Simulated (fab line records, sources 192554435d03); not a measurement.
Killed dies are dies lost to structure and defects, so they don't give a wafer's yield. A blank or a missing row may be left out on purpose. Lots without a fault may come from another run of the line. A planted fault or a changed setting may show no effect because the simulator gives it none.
One fault seen from 3 desks | flow n5_finfet | each desk has only its own numbers; what lay behind them comes last

THE DEFECT DESK
What the inspections along the route counted, lot by lot: means of the sampled wafers that have a number. A lot is out of limits, marked OUT, if its mean lies more than 4 standard deviations from the usual mean; the brackets give that distance.
Columns: A = raw_defect_count at N5_PASSIVATION_INSPECT_67, usual 2.1
lot  | first seen here | A
L576 | day 14 03:50    | 3.0
L579 | day 14 16:47    | 2.3
L584 | day 15 08:13    | 4.0
L581 | day 15 23:14    | 0.3
L585 | day 16 12:32    | 0.7
L586 | day 17 01:36    | 2.3
L589 | day 17 12:24    | 2.7
L588 | day 17 14:07    | 1.0
L587 | day 18 08:31    | 1.0
L598 | day 20 19:08    | 1.0
This desk's finding: nothing out of limits on any of the 10 lots.

THE METROLOGY DESK
What the gauges read, lot by lot, whatever tool the lot ran on: means of the sampled wafers that have a number. A lot is out of limits, marked OUT, if its mean lies more than 4 standard deviations from the usual mean; the brackets give that distance. Of its 10 readings 7 are shown: those that lie furthest out on some lot.
Columns: A = DIBL_N at N5_BEOL_M4_RC_MEAS_101, usual 36.5 mV/V; B = IOFF_N at N5_BEOL_M4_RC_MEAS_101, usual 0.17 nA/um; C = IOFF_P at N5_BEOL_M4_RC_MEAS_101, usual 0.21 nA/um; D = ION_N at N5_BEOL_M4_RC_MEAS_101, usual 674 uA/um; E = ION_P at N5_BEOL_M4_RC_MEAS_101, usual 462 uA/um; F = VT_N at N5_BEOL_M4_RC_MEAS_101, usual 250 mV; G = VT_P at N5_BEOL_M4_RC_MEAS_101, usual -250 mV
lot  | first seen here | A    | B    | C    | D   | E   | F   | G
L576 | day 10 01:57    | 34.5 | 0.12 | 0.18 | 652 | 458 | 257 | -252
L579 | day 10 06:04    | 38.8 | 0.24 | 0.29 | 696 | 473 | 244 | -245
L584 | day 11 12:14    | 36.8 | 0.17 | 0.21 | 694 | 470 | 251 | -252
L581 | day 11 21:37    | 37.2 | 0.17 | 0.21 | 675 | 462 | 251 | -251
L585 | day 12 06:16    | 36.7 | 0.14 | 0.20 | 668 | 464 | 253 | -249
L586 | day 12 11:43    | 36.6 | 0.18 | 0.22 | 673 | 459 | 248 | -251
L589 | day 12 13:56    | 35.5 | 0.14 | 0.19 | 670 | 457 | 253 | -255
L588 | day 13 00:13    | 37.7 | 0.19 | 0.24 | 692 | 469 | 245 | -249
L587 | day 13 12:01    | 36.5 | 0.17 | 0.22 | 665 | 456 | 250 | -251
L598 | day 15 13:25    | 35.8 | 0.14 | 0.18 | 667 | 460 | 255 | -255
This desk's finding: nothing out of limits on any of the 10 lots.

THE TOOL OWNER'S DESK: rie_metal-03
The tool's own readings at N5_MIM_TOP_ETCH_ETCH_00 (etches TiN in Cl2/BCl3, target depth 38.5 nm): means of the sampled wafers that have a number, for each lot that ran on this tool. A lot is out of limits, marked OUT, if its mean lies more than 4 standard deviations from the usual mean; the brackets give that distance.
Columns: A = bias_w at N5_MIM_TOP_ETCH_ETCH_00, usual 126.1 W; B = drypump_motor_current_A at N5_MIM_TOP_ETCH_ETCH_00, usual 5.65 A; C = oes_product_au at N5_MIM_TOP_ETCH_ETCH_00, usual 0.83 a.u.; D = throttle_valve_pct at N5_MIM_TOP_ETCH_ETCH_00, usual 22.74 %
lot  | first seen here | A     | B    | C    | D
L576 | day 13 20:52    | 126.3 | 5.71 | 0.94 | 22.77
L584 | day 15 00:39    | 126.2 | 5.73 | 0.91 | 22.77
L586 | day 16 10:03    | 126.3 | 5.72 | 0.89 | 22.78
L589 | day 17 01:52    | 126.3 | 5.72 | 0.87 | 22.78
L588 | day 17 04:13    | 126.2 | 5.70 | 0.84 | 22.79
L587 | day 17 23:17    | 126.4 | 5.74 | 0.77 | 22.79
This desk's finding: nothing out of limits on any of the 6 lots.

PUT TOGETHER
The defect desk saw nothing out of limits.
The metrology desk saw nothing out of limits.
The tool owner's desk saw nothing out of limits.

WHAT THE SIMULATOR HAD PUT IN
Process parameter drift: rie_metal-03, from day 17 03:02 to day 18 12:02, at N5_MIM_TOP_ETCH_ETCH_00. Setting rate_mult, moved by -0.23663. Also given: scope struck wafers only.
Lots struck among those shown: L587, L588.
